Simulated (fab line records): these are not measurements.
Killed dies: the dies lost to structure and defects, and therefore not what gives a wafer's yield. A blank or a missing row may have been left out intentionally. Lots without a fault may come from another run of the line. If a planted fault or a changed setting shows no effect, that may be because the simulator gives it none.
Which of the tools did it? | flow nand harc | 12 lots with 36 wafers sampled at 5 steps, on a route of 1302 steps

== WHAT THE GAUGES READ, wafer by wafer ==
NHARC_END_SORT_01. Usual: killed at array 57, standard deviation 19; killed at other 0.9, standard deviation 1.1; killed at periphery 4.0, standard deviation 2.6; killed dies 62, standard deviation 19; killed open 3.3, standard deviation 1.8; killed short 2.4, standard deviation 1.7.
lot  | measured     | on        | killed at array | killed at other | killed at periphery | killed dies | killed open | killed short | flag
L571 | day 30 23:26 | prober-02 | 673 669 674     | 0 0 0           | 4 8 3               | 677 677 677 | 4 0 1       | 1 3 3        | OFF
L572 | day 31 06:31 | prober-02 | 672 673 671     | 1 2 1           | 4 2 5               | 677 677 677 | 2 1 4       | 3 4 2        | OFF

== WHAT TOOL EACH LOT RAN ON (gives the tool, then ch and the chambers of the sampled wafers, and finally the start) ==
lot  | NHARC_A_CONTACT_ETCH_77                       | NHARC_A_CONTACT_ETCH_129             | NHARC_A_CONTACT_ETCH_131             | NHARC_A_CONTACT_ETCH_132
L557 | rie diel-08 ch 1,2, day 22 10:50 or earlier   | har cap etch-02 ch 0,1, day 22 10:50 | har cap etch-02 ch 0,1, day 22 11:11 | har cap etch-02 ch 0,1, day 22 11:22
L556 | rie diel-13 ch 0,2, day 22 14:22 or earlier   | har cap etch-01 ch 0,1, day 22 14:22 | har cap etch-01 ch 0,1, day 22 14:43 | har cap etch-01 ch 0,1, day 22 14:53
L555 | rie diel-04 ch 0,3, day 22 20:39 or earlier   | har cap etch-02 ch 0,1, day 22 20:39 | har cap etch-02 ch 0,1, day 22 21:00 | har cap etch-02 ch 0,1, day 22 21:11
L563 | rie diel-13 ch 0,2,3, day 25 04:25 or earlier | har cap etch-02 ch 0,1, day 25 04:25 | har cap etch-02 ch 0,1, day 25 04:46 | har cap etch-02 ch 0,1, day 25 04:57
L566 | rie diel-13 ch 1,2,3, day 27 03:17 or earlier | har cap etch-02 ch 0,1, day 27 03:17 | har cap etch-02 ch 0,1, day 27 03:38 | har cap etch-02 ch 0,1, day 27 03:49
L567 | rie diel-08 ch 0,2,3, day 27 10:16 or earlier | har cap etch-01 ch 0,1, day 27 10:16 | har cap etch-01 ch 0,1, day 27 10:37 | har cap etch-01 ch 0,1, day 27 10:48
L569 | rie diel-13 ch 2,3, day 28 02:35 or earlier   | har cap etch-02 ch 0, day 28 02:35   | har cap etch-02 ch 0, day 28 02:56   | har cap etch-02 ch 0, day 28 03:07
L571 | rie diel-08 ch 1,3, day 28 13:03 or earlier   | har cap etch-03 ch 0, day 28 13:03   | har cap etch-03 ch 0, day 28 13:24   | har cap etch-03 ch 0, day 28 13:35
L572 | rie diel-13 ch 2,3, day 28 13:49 or earlier   | har cap etch-02 ch 0,1, day 28 13:49 | har cap etch-02 ch 0,1, day 28 14:10 | har cap etch-02 ch 0,1, day 28 14:20
L573 | rie diel-04 ch 0,1, day 29 20:57 or earlier   | har cap etch-02 ch 0,1, day 29 20:57 | har cap etch-02 ch 0,1, day 29 21:18 | har cap etch-02 ch 0,1, day 29 21:29
L577 | rie diel-13 ch 0,1, day 31 15:41 or earlier   | har cap etch-03 ch 0,1, day 31 15:41 | har cap etch-03 ch 0,1, day 31 16:02 | har cap etch-03 ch 0,1, day 31 16:13
L576 | rie diel-04 ch 2,3, day 31 15:50 or earlier   | har cap etch-02 ch 0,1, day 31 15:50 | har cap etch-02 ch 0,1, day 31 16:12 | har cap etch-02 ch 0,1, day 31 16:23
- NHARC_A_CONTACT_ETCH_77: etches the open film in CF4/CHF3, target depth 108.9 nm, time 54.5 s.
- NHARC_A_CONTACT_ETCH_129: etches the open film in C4F8/O2/Ar, time 197 s, target depth 1918 nm.
- NHARC_A_CONTACT_ETCH_131: etches the open film in C4F8/O2/Ar, time 197 s, target depth 1918 nm.
- NHARC_A_CONTACT_ETCH_132: etches the open film in C4F8/O2/Ar, time 197 s, target depth 1924 nm.

== WHAT THE TOOLS THEMSELVES READ (means of the sampled wafers that have a number; where no wafer has one, the mark that the record gives instead) ==
NHARC_A_CONTACT_ETCH_77. Usual: for bias w, 200.1 W with a standard deviation of 0.67; for cf4 flow sccm, 100.02 sccm with a standard deviation of 0.27; for drypump motor current A, 5.7 A with a standard deviation of 0.48; for oes product au, 0.929 a.u. with a standard deviation of 0.016; for rf vpp V, 370.8 V with a standard deviation of 2.2; for showerhead plenum p Torr, 1.58 Torr with a standard deviation of 0.06; for throttle valve pct, 16.803 % with a standard deviation of 0.0096.
lot  | tool        | bias w (W) | cf4 flow sccm (sccm) | drypump motor current A (A) | oes product au (a.u.) | rf vpp V (V) | showerhead plenum p Torr (Torr) | throttle valve pct (%) | flag
L557 | rie diel-08 | 200.3      | 100.20               | 5.8                         | 0.922                 | 372.4        | 1.64                            | 16.796                 |
L556 | rie diel-13 | 200.2      | 100.07               | 5.3                         | 0.964                 | 369.6        | 1.55                            | 16.805                 |
L555 | rie diel-04 | 199.9      | 100.18               | 6.1                         | 0.944                 | 373.1        | 1.65                            | 16.826                 |
L563 | rie diel-13 | 201.2      | 100.15               | 5.4                         | 0.926                 | 371.7        | 1.59                            | 16.807                 |
L566 | rie diel-13 | 199.9      | 100.12               | 5.4                         | 0.956                 | 370.4        | 1.58                            | 16.796                 |
L567 | rie diel-08 | 200.4      | 99.98                | 5.9                         | 0.920                 | 371.7        | 1.60                            | 16.805                 |
L569 | rie diel-13 | 200.3      | 99.95                | 5.0                         | 0.917                 | 370.5        | 1.57                            | 16.802                 |
L571 | rie diel-08 | 199.5      | 100.08               | 5.8                         | 0.931                 | 374.0        | 1.66                            | 16.801                 |
L572 | rie diel-13 | 200.3      | 100.10               | 5.0                         | 0.915                 | 369.4        | 1.57                            | 16.798                 |
L573 | rie diel-04 | 199.4      | 99.79                | 6.0                         | 0.924                 | 370.7        | 1.58                            | 16.799                 |
L577 | rie diel-13 | 200.4      | 100.38               | 6.1                         | 0.930                 | 370.3        | 1.57                            | 16.801                 |
L576 | rie diel-04 | 199.7      | 99.91                | 6.0                         | 0.921                 | 372.6        | 1.61                            | 16.805                 |

NHARC_A_CONTACT_ETCH_129. Usual: chamber pressure mTorr 19.999 mTorr, standard deviation 0.017; oes air line au 0.997 a.u., standard deviation 0.022.
lot  | tool            | chamber pressure mTorr (mTorr) | oes air line au (a.u.) | flag
L557 | har cap etch-02 | 20.002                         | 0.997                  |
L556 | har cap etch-01 | 20.003                         | 1.018                  |
L555 | har cap etch-02 | 19.992                         | 0.986                  |
L563 | har cap etch-02 | 19.998                         | 0.977                  |
L566 | har cap etch-02 | 20.001                         | 0.999                  |
L567 | har cap etch-01 | 20.005                         | 0.983                  |
L569 | har cap etch-02 | 19.989                         | 0.996                  |
L571 | har cap etch-03 | 20.007                         | 0.997                  |
L572 | har cap etch-02 | 20.002                         | 0.978                  |
L573 | har cap etch-02 | 19.991                         | 1.017                  |
L577 | har cap etch-03 | 19.997                         | 1.014                  |
L576 | har cap etch-02 | 20.003                         | 0.997                  |

NHARC_A_CONTACT_ETCH_131. Usual: chamber pressure mTorr 19.999 mTorr, standard deviation 0.02; oes air line au 1.000 a.u., standard deviation 0.018.
lot  | tool            | chamber pressure mTorr (mTorr) | oes air line au (a.u.) | flag
L557 | har cap etch-02 | 20.004                         | 0.977                  |
L556 | har cap etch-01 | 19.992                         | 0.998                  |
L555 | har cap etch-02 | 19.983                         | 1.014                  |
L563 | har cap etch-02 | 20.001                         | 0.992                  |
L566 | har cap etch-02 | 20.007                         | 1.008                  |
L567 | har cap etch-01 | 19.997                         | 1.005                  |
L569 | har cap etch-02 | 20.006                         | 1.008                  |
L571 | har cap etch-03 | -                              | -                      | OFF
L572 | har cap etch-02 | -                              | -                      | OFF
L573 | har cap etch-02 | 20.005                         | 1.006                  |
L577 | har cap etch-03 | 19.992                         | 0.992                  |
L576 | har cap etch-02 | 20.014                         | 0.978                  |

NHARC_A_CONTACT_ETCH_132. Usual: chamber pressure mTorr 19.999 mTorr, standard deviation 0.018; oes air line au 0.996 a.u., standard deviation 0.019.
lot  | tool            | chamber pressure mTorr (mTorr) | oes air line au (a.u.) | flag
L557 | har cap etch-02 | 20.007                         | 0.983                  |
L556 | har cap etch-01 | 19.998                         | 0.989                  |
L555 | har cap etch-02 | 19.991                         | 1.004                  |
L563 | har cap etch-02 | 20.004                         | 0.998                  |
L566 | har cap etch-02 | 19.996                         | 0.995                  |
L567 | har cap etch-01 | 19.978                         | 1.011                  |
L569 | har cap etch-02 | 19.994                         | 1.004                  |
L571 | har cap etch-03 | 20.009                         | 0.980                  |
L572 | har cap etch-02 | 20.003                         | 1.002                  |
L573 | har cap etch-02 | 20.012                         | 0.987                  |
L577 | har cap etch-03 | 20.002                         | 1.009                  |
L576 | har cap etch-02 | 19.987                         | 0.978                  |

== THE ANSWER, worked out from the rows above alone ==
Rule: a lot counts as off when the mean over its wafers that have a number is more than 3 standard deviations away from the usual mean. Also off: a lot with no number at a reading for which 4 or more lots have one. The other lots that the step has rows for count as sound. First the gauges in route order, then the tools' own readings, where a lot's mean is used as printed above. The first step at which some lot is off is used, and at that step the reading that is off furthest; a lot without a number counts as furthest.
Off at NHARC_END_SORT_01 (killed at array): L571, L572. Neither off nor sound, because the step has no rows for them: L557, L556, L555, L563, L566, L567, L569, L573, L577, L576.
A tool fits if, at a process step before that reading, it ran every lot that is off, and no sound lot after the first of them. Not tried: the gauges at NHARC_END_SORT_01; whatever is off there is also off at NHARC_A_CONTACT_ETCH_131, on other tools, and gauge error can't account for it. NHARC_A_CONTACT_ETCH_77: start missing for some lots; hours and lot order therefore follow NHARC_A_CONTACT_ETCH_129. Of those tried, none fits.

== WHAT THE SIMULATOR HAD INSERTED ==
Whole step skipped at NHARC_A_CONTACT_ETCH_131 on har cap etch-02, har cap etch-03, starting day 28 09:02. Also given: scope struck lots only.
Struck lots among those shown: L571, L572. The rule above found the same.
